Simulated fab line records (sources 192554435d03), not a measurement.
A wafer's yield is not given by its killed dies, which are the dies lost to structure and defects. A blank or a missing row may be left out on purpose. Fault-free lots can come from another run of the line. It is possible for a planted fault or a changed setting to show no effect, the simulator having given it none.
Matching of chambers -- flow n5 finfet -- 3 sister chambers for N5_FIN_SAQP_HM_DEP_72 on pecvd-02
The step deposits SiO2 from SiH4/N2O, target thk 12 nm, time 7.2 s. 3 wafers are shown with their chamber, then 8 later ones without.

== EACH WAFER AND ITS CHAMBER ==
wafer,chamber,showerhead plenum p Torr (Torr)
L088.3,0,8.23
L088.5,1,8.23
L089.1,2,8.53

== WAFERS WHOSE CHAMBER IS MISSING ==
wafer,showerhead plenum p Torr (Torr)
L089.2,8.23
L089.4,8.23
L090.3,8.21
L090.4,8.51
L090.6,8.22
L092.2,8.52
L092.4,8.23
L092.6,8.23

== EACH ONE'S CHAMBER ==
wafer,from the rows above,in truth
L089.2,can't be placed: 0 or 1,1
L089.4,can't be placed: 0 or 1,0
L090.3,can't be placed: 0 or 1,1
L090.4,2,2
L090.6,can't be placed: 0 or 1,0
L092.2,2,2
L092.4,can't be placed: 0 or 1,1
L092.6,can't be placed: 0 or 1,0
Correctly placed: 2 of 8. Can't be placed from these rows: 6 (the true chamber is among the candidates in 6). Wrongly placed: 0.
How it was worked out, from the rows above alone: a wafer's distance from a chamber is the root of the sum, over the readings, of the square of ((its reading less the chamber's mean) divided by the reading's scatter). The wafer belongs to the nearest chamber; if the next one is less than 2 further off, it can't be placed. A chamber's mean is the mean of its shown wafers. The scatter: root of mean squared gap, hidden wafer to nearest shown wafer, with one shown wafer a chamber.
